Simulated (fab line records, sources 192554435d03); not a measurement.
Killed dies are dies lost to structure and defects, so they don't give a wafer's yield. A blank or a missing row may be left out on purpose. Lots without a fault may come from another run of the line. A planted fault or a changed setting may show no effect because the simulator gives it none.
Chamber matching | flow n5_finfet | N5_BEOL_M2_PRE_CLEAN_60 on cvd_co-01: 3 sister chambers
The step time 15 s. 3 wafers are shown with their chamber, then 12 later ones without.

WAFERS WITH THEIR CHAMBER
wafer  | chamber | heater_power_w (W)
L092.3 | 0       | 70
L092.4 | 1       | 139
L092.5 | 2       | 67

WAFERS WITHOUT THEIR CHAMBER
wafer  | heater_power_w (W)
L093.1 | 142
L093.3 | 67
L093.5 | 70
L094.1 | 73
L094.2 | 140
L094.3 | 69
L094.4 | 68
L094.5 | 141
L094.6 | 70
L095.1 | 68
L095.5 | 71
L095.6 | 140

WHICH CHAMBER EACH WENT THROUGH
wafer  | from the rows above     | in truth
L093.1 | 1                       | 1
L093.3 | can't be placed: 2 or 0 | 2
L093.5 | can't be placed: 0 or 2 | 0
L094.1 | can't be placed: 0 or 2 | 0
L094.2 | 1                       | 1
L094.3 | can't be placed: 0 or 2 | 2
L094.4 | can't be placed: 2 or 0 | 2
L094.5 | 1                       | 1
L094.6 | can't be placed: 0 or 2 | 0
L095.1 | can't be placed: 2 or 0 | 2
L095.5 | can't be placed: 0 or 2 | 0
L095.6 | 1                       | 1
Placed correctly: 4 of 12. Can't be placed from these rows: 8 (the true chamber is among the candidates in 8). Placed wrongly: 0.
How it was worked out, from the rows above alone: a wafer's distance from a chamber is the root of the sum, over the readings, of the square of ((its reading less the chamber's mean) divided by the reading's scatter). The wafer belongs to the nearest chamber; if the next one is less than 2 further off, it can't be placed. A chamber's mean is the mean of its shown wafers. The scatter: with one shown wafer a chamber, the root of the mean of the squares of how far each hidden wafer lies from its nearest shown one.
